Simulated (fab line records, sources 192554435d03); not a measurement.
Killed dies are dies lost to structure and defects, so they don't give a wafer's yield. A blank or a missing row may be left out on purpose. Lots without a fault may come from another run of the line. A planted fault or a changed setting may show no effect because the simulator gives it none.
Which tool did it? | flow n5_finfet | 24 lots, 72 wafers sampled, at 6 steps of a route of 1938

WHAT THE GAUGES READ, wafer by wafer
N5_BEOL_M1_OVL_MEAS_12.
lot  | measured     | on         | M1_OVL (nm)
L074 | day 6 03:05  | overlay-01 | -0.7 -0.8 -0.7
L075 | day 6 15:39  | overlay-01 | -0.3 -0.8 0.2
L076 | day 6 21:52  | overlay-01 | -0.3 -0.5 -0.7
L077 | day 6 22:01  | overlay-01 | 0.9 1.3 1.1
L078 | day 6 22:43  | overlay-01 | -0.4 -0.8 0.0
L079 | day 7 08:45  | overlay-01 | -1.0 1.1 -0.9
L080 | day 7 21:35  | overlay-01 | -0.3 -0.2 0.5
L081 | day 7 21:44  | overlay-01 | 0.9 0.2 0.4
L082 | day 8 04:47  | overlay-02 | 0.0 0.9 0.5
L083 | day 8 04:58  | overlay-02 | -1.2 -0.4 -1.1
L084 | day 8 20:56  | overlay-01 | -0.6 -0.1 -0.2
L085 | day 9 02:38  | overlay-01 | 0.7 0.9 1.2
L086 | day 9 05:35  | overlay-01 | -0.9 -0.3 -0.4
L088 | day 9 13:52  | overlay-01 | 0.7 1.1 0.8
L087 | day 9 15:36  | overlay-02 | -0.9 -1.7 -1.4
L089 | day 10 02:11 | overlay-01 | 0.6 -1.4 -0.6
L090 | day 10 02:44 | overlay-02 | 0.5 -0.1 0.8
L092 | day 10 08:14 | overlay-01 | -0.5 -1.2 -2.3
L091 | day 10 08:19 | overlay-01 | 1.2 -0.2 0.1
L093 | day 10 20:55 | overlay-01 | 0.1 -0.8 -1.3
L094 | day 11 00:26 | overlay-01 | 0.5 0.5 0.4
L095 | day 11 07:37 | overlay-02 | -0.6 -0.1 0.3
L096 | day 11 17:28 | overlay-02 | 1.2 0.8 1.0
L097 | day 11 22:45 | overlay-01 | -0.5 0.0 -0.2

N5_BEOL_M1_RS_MEAS_58: measures by four-point-probe.
lot  | measured     | on            | M1_RS (ohm/sq)
L074 | day 6 11:59  | film_metro-01 | 0.68 0.70 0.70
L075 | day 6 22:10  | film_metro-01 | 0.69 0.66 0.65
L076 | day 7 11:02  | film_metro-02 | 0.75 0.71 0.71
L077 | day 7 13:55  | film_metro-01 | 0.69 0.74 0.74
L078 | day 7 15:48  | film_metro-02 | 0.71 0.65 0.66
L079 | day 7 20:40  | film_metro-02 | 0.65 0.74 0.65
L080 | day 8 05:01  | film_metro-02 | 0.67 0.68 0.68
L081 | day 8 04:25  | film_metro-01 | 0.71 0.69 0.67
L082 | day 8 14:28  | film_metro-01 | 0.66 0.66 0.68
L083 | day 8 18:29  | film_metro-01 | 0.67 0.70 0.64
L084 | day 9 03:05  | film_metro-02 | 0.70 0.63 0.69
L085 | day 9 13:36  | film_metro-02 | 0.69 0.79 0.78
L086 | day 9 13:32  | film_metro-02 | 0.69 0.67 0.65
L088 | day 9 23:32  | film_metro-02 | 0.67 0.64 0.68
L087 | day 10 10:50 | film_metro-02 | 0.71 0.70 0.67
L089 | day 10 13:54 | film_metro-01 | 0.70 0.69 0.74
L090 | day 10 14:18 | film_metro-02 | 0.67 0.66 0.67
L092 | day 10 16:34 | film_metro-01 | 0.70 0.71 0.73
L091 | day 10 18:36 | film_metro-02 | 0.67 0.65 0.65
L093 | day 11 04:54 | film_metro-02 | 0.72 0.66 0.65
L094 | day 11 07:31 | film_metro-01 | 0.68 0.67 0.61
L095 | day 11 17:50 | film_metro-01 | 0.66 0.67 0.65
L096 | day 12 04:50 | film_metro-01 | 0.66 0.66 0.69
L097 | day 12 06:25 | film_metro-02 | 0.75 0.72 0.63

N5_BEOL_M2_CD_MEAS_28: target cd 26.2 nm, target cd y 24.1 nm.
lot  | measured     | on        | cd_nm (nm)
L074 | day 6 14:02  | cd_sem-01 | 26.35 26.14 26.17
L075 | day 7 03:44  | cd_sem-02 | 25.95 25.98 26.08
L076 | day 7 16:32  | cd_sem-03 | 26.30 26.28 26.51
L077 | day 7 16:39  | cd_sem-01 | 26.65 26.07 26.78
L078 | day 7 18:00  | cd_sem-02 | 25.96 25.99 26.00
L079 | day 7 22:49  | cd_sem-03 | 26.38 26.14 26.12
L080 | day 8 08:28  | cd_sem-02 | 26.16 25.97 26.00
L081 | day 8 06:11  | cd_sem-03 | 26.28 26.05 25.98
L082 | day 8 16:43  | cd_sem-01 | 26.13 25.74 25.76
L083 | day 8 21:29  | cd_sem-01 | 25.65 26.05 26.01
L084 | day 9 05:00  | cd_sem-02 | 25.75 26.10 25.77
L085 | day 9 16:25  | cd_sem-02 | 26.37 26.32 26.29
L086 | day 9 16:09  | cd_sem-02 | 25.56 25.99 26.10
L088 | day 10 01:13 | cd_sem-02 | 25.93 26.04 26.18
L087 | day 10 13:19 | cd_sem-03 | 26.19 26.23 26.00
L089 | day 10 16:46 | cd_sem-01 | 25.59 26.23 26.60
L090 | day 10 17:23 | cd_sem-01 | 25.59 26.21 25.54
L092 | day 10 19:14 | cd_sem-01 | 26.03 26.28 26.20
L091 | day 10 20:55 | cd_sem-02 | 26.29 25.90 26.29
L093 | day 11 08:40 | cd_sem-03 | 26.09 25.79 26.24
L094 | day 11 09:52 | cd_sem-03 | 26.34 26.02 25.87
L095 | day 11 21:25 | cd_sem-01 | 25.78 25.79 26.06
L096 | day 12 07:04 | cd_sem-02 | 25.91 26.40 25.99
L097 | day 12 08:58 | cd_sem-01 | 26.29 26.48 26.72

WHICH TOOL RAN EACH LOT (tool, then ch and the chambers of the sampled wafers, then the start)
lot  | N5_BEOL_M1_ALD_84                   | N5_BEOL_M1_ANNEAL_91         | N5_BEOL_M2_ETCH_74
L074 | ald_metal-03 ch 1,2,3, day 6 08:33  | pvd_sputter-01, day 6 10:15  | rie_diel-01 ch 0,2,3, day 6 13:11
L075 | ald_metal-04 ch 0,1,3, day 6 18:49  | pvd_sputter-01, day 6 20:32  | rie_diel-01 ch 0,3, day 7 02:40
L076 | ald_metal-03 ch 0,2, day 7 06:51    | pvd_sputter-01, day 7 09:22  | rie_diel-05 ch 0,3, day 7 15:41
L077 | ald_metal-04 ch 0,3, day 7 10:39    | pvd_sputter-02, day 7 12:17  | rie_diel-01 ch 0,1,2, day 7 15:55
L078 | ald_metal-02 ch 2,3, day 7 10:39    | pvd_sputter-02, day 7 14:10  | rie_diel-01 ch 0,3, day 7 17:05
L079 | ald_metal-02 ch 0,2,3, day 7 17:21  | pvd_sputter-01, day 7 18:59  | rie_diel-06 ch 0,3, day 7 22:05
L080 | ald_metal-04 ch 1,2,3, day 8 01:05  | pvd_sputter-01, day 8 03:02  | rie_diel-01 ch 0,1,3, day 8 07:34
L081 | ald_metal-02 ch 0,1,3, day 8 01:00  | pvd_sputter-02, day 8 02:38  | rie_diel-06 ch 0,1,3, day 8 05:28
L082 | ald_metal-03 ch 2,3, day 8 10:43    | pvd_sputter-02, day 8 12:50  | rie_diel-01 ch 0,2,3, day 8 15:49
L083 | ald_metal-02 ch 0,1,2, day 8 14:59  | pvd_sputter-01, day 8 16:51  | rie_diel-01 ch 0,1,2, day 8 20:44
L084 | ald_metal-02 ch 1,2, day 8 23:39    | pvd_sputter-02, day 9 01:28  | rie_diel-05 ch 0,3, day 9 04:04
L085 | ald_metal-02 ch 0,1,3, day 9 10:14  | pvd_sputter-03, day 9 11:56  | rie_diel-05 ch 0,1,3, day 9 15:38
L086 | ald_metal-04 ch 1,2,3, day 9 10:11  | pvd_sputter-02, day 9 11:55  | rie_diel-06 ch 0,1,2, day 9 15:26
L088 | ald_metal-04 ch 0,1,2, day 9 18:55  | pvd_sputter-01, day 9 21:34  | rie_diel-01 ch 0,1,3, day 10 00:22
L087 | ald_metal-02 ch 0,1,2, day 10 07:34 | pvd_sputter-02, day 10 09:12 | rie_diel-06 ch 1,2, day 10 12:29
L089 | ald_metal-03 ch 0,1,3, day 10 10:33 | pvd_sputter-01, day 10 12:16 | rie_diel-05 ch 1,2,3, day 10 16:00
L090 | ald_metal-02 ch 1,2, day 10 10:34   | pvd_sputter-03, day 10 12:28 | rie_diel-06 ch 0,1,2, day 10 16:32
L092 | ald_metal-03 ch 1,2,3, day 10 13:12 | pvd_sputter-03, day 10 14:56 | rie_diel-05 ch 1,2, day 10 18:23
L091 | ald_metal-03 ch 2,3, day 10 15:13   | pvd_sputter-02, day 10 16:58 | rie_diel-06 ch 0,1,2, day 10 19:43
L093 | ald_metal-03 ch 0,3, day 11 01:20   | pvd_sputter-01, day 11 02:58 | rie_diel-01 ch 1,2,3, day 11 07:34
L094 | ald_metal-02 ch 0,2,3, day 11 04:13 | pvd_sputter-01, day 11 05:53 | rie_diel-06 ch 0,3, day 11 08:56
L095 | ald_metal-04 ch 0,1,2, day 11 13:58 | pvd_sputter-03, day 11 15:59 | rie_diel-06 ch 1,3, day 11 20:38
L096 | ald_metal-03 ch 1,2,3, day 12 01:14 | pvd_sputter-02, day 12 02:55 | rie_diel-05 ch 0,1,3, day 12 06:08
L097 | ald_metal-02 ch 0,2,3, day 12 01:55 | pvd_sputter-01, day 12 04:47 | rie_diel-05 ch 0,1,3, day 12 08:14
- N5_BEOL_M1_ALD_84: deposits TaN, pulse time 2 s, purge time 3 s, co reactant purge time 2 s.
- N5_BEOL_M1_ANNEAL_91: time 240 s.
- N5_BEOL_M2_ETCH_74: etches underlayer in N2/H2, target depth 6.5 nm, time 5.2 s.

WHAT THE TOOLS THEMSELVES READ (means of the sampled wafers that have a number; where no wafer has one, the mark that the record gives instead)
N5_BEOL_M1_ALD_84.
lot  | tool         | heater_power_w (W)
L074 | ald_metal-03 | 421
L075 | ald_metal-04 | 432
L076 | ald_metal-03 | 432
L077 | ald_metal-04 | 469
L078 | ald_metal-02 | 476
L079 | ald_metal-02 | 458
L080 | ald_metal-04 | 422
L081 | ald_metal-02 | 441
L082 | ald_metal-03 | 443
L083 | ald_metal-02 | 429
L084 | ald_metal-02 | 427
L085 | ald_metal-02 | 441
L086 | ald_metal-04 | 417
L088 | ald_metal-04 | 424
L087 | ald_metal-02 | 435
L089 | ald_metal-03 | 383
L090 | ald_metal-02 | 448
L092 | ald_metal-03 | 422
L091 | ald_metal-03 | 421
L093 | ald_metal-03 | 378
L094 | ald_metal-02 | 454
L095 | ald_metal-04 | 436
L096 | ald_metal-03 | 428
L097 | ald_metal-02 | 453

N5_BEOL_M1_ANNEAL_91.
lot  | tool           | heater_power_w (W)
L074 | pvd_sputter-01 | 867
L075 | pvd_sputter-01 | 890
L076 | pvd_sputter-01 | 874
L077 | pvd_sputter-02 | 869
L078 | pvd_sputter-02 | 890
L079 | pvd_sputter-01 | 815
L080 | pvd_sputter-01 | 886
L081 | pvd_sputter-02 | 869
L082 | pvd_sputter-02 | 864
L083 | pvd_sputter-01 | 821
L084 | pvd_sputter-02 | 859
L085 | pvd_sputter-03 | 836
L086 | pvd_sputter-02 | 868
L088 | pvd_sputter-01 | 874
L087 | pvd_sputter-02 | 875
L089 | pvd_sputter-01 | 832
L090 | pvd_sputter-03 | 816
L092 | pvd_sputter-03 | 797
L091 | pvd_sputter-02 | 867
L093 | pvd_sputter-01 | 877
L094 | pvd_sputter-01 | 812
L095 | pvd_sputter-03 | 823
L096 | pvd_sputter-02 | 868
L097 | pvd_sputter-01 | 828

N5_BEOL_M2_ETCH_74.
lot  | tool        | drypump_motor_current_A (A) | etch_rf_on_time_s (s) | n2_flow_sccm (sccm) | oes_product_au (a.u.) | rf_vpp_V (V) | showerhead_plenum_p_Torr (Torr) | throttle_valve_pct (%)
L074 | rie_diel-01 | 5.5                         | 5.15                  | 199.8               | 0.68                  | 526.7        | 2.58                            | 17.97
L075 | rie_diel-01 | 5.2                         | 5.12                  | 200.4               | 0.66                  | 523.5        | 2.56                            | 18.00
L076 | rie_diel-05 | 6.3                         | 5.20                  | 200.0               | 0.63                  | 524.7        | 2.56                            | 17.76
L077 | rie_diel-01 | 5.7                         | 5.18                  | 200.1               | 0.73                  | 524.8        | 2.54                            | 17.82
L078 | rie_diel-01 | 5.3                         | 5.15                  | 199.1               | 0.65                  | 525.5        | 2.56                            | 18.03
L079 | rie_diel-06 | 5.2                         | 5.15                  | 199.5               | 0.70                  | 523.3        | 2.51                            | 17.87
L080 | rie_diel-01 | 5.4                         | 5.09                  | 200.6               | 0.72                  | 524.2        | 2.52                            | 17.86
L081 | rie_diel-06 | 5.3                         | 5.20                  | 199.4               | 0.66                  | 523.6        | 2.52                            | 17.81
L082 | rie_diel-01 | 5.5                         | 5.20                  | 199.8               | 0.65                  | 525.5        | 2.57                            | 18.00
L083 | rie_diel-01 | 5.8                         | 5.22                  | 200.3               | 0.71                  | 523.2        | 2.53                            | 17.85
L084 | rie_diel-05 | 6.3                         | 5.18                  | 200.0               | 0.63                  | 524.0        | 2.56                            | 17.78
L085 | rie_diel-05 | 6.0                         | 5.27                  | 200.6               | 0.65                  | 525.9        | 2.62                            | 17.82
L086 | rie_diel-06 | 5.6                         | 5.16                  | 200.3               | 0.65                  | 524.8        | 2.54                            | 17.77
L088 | rie_diel-01 | 5.4                         | 5.17                  | 200.0               | 0.70                  | 523.1        | 2.51                            | 17.89
L087 | rie_diel-06 | 6.1                         | 5.33                  | 200.1               | 0.59                  | 523.7        | 2.58                            | 17.82
L089 | rie_diel-05 | 5.5                         | 5.25                  | 199.8               | 0.64                  | 527.5        | 2.65                            | 17.92
L090 | rie_diel-06 | 5.6                         | 5.29                  | 199.8               | 0.64                  | 524.1        | 2.54                            | 17.79
L092 | rie_diel-05 | 5.3                         | 5.25                  | 199.9               | 0.61                  | 526.1        | 2.63                            | 18.13
L091 | rie_diel-06 | 5.6                         | 5.24                  | 199.9               | 0.64                  | 523.8        | 2.54                            | 17.78
L093 | rie_diel-01 | 5.8                         | 5.21                  | 199.6               | 0.66                  | 525.1        | 2.57                            | 18.04
L094 | rie_diel-06 | 5.2                         | 5.19                  | 199.8               | 0.67                  | 523.1        | 2.49                            | 17.92
L095 | rie_diel-06 | 5.6                         | 5.22                  | 199.8               | 0.61                  | 523.5        | 2.53                            | 17.94
L096 | rie_diel-05 | 6.0                         | 5.22                  | 200.5               | 0.71                  | 525.6        | 2.61                            | 17.72
L097 | rie_diel-05 | 6.0                         | 5.22                  | 200.3               | 0.72                  | 524.9        | 2.61                            | 17.74

THE ANSWER, worked out from the rows above alone
Rule: what is usual is taken from the lots themselves. Put in order of their means at a reading, lots are off if they are a third of the lots or fewer, leave a main group of 4 or more, and stand apart from it by a gap of 3 or more times the standard deviation of the main group's means; of several such gaps the widest counts. A main group whose means are all the same, to the digits that the tables above print for the reading, isn't used. A lot without any number at a reading at which 4 lots or more have one is off too. The other lots that the step has rows for count as sound. The gauges are gone through in route order, then the tools' own readings, and for those a lot's mean is taken as printed above. The first step at which some lot is off is used, and at that step the reading that is off furthest; a lot without a number counts as furthest.
No lot is off at any reading shown: from this, nothing can be told.

WHAT THE SIMULATOR HAD PUT IN
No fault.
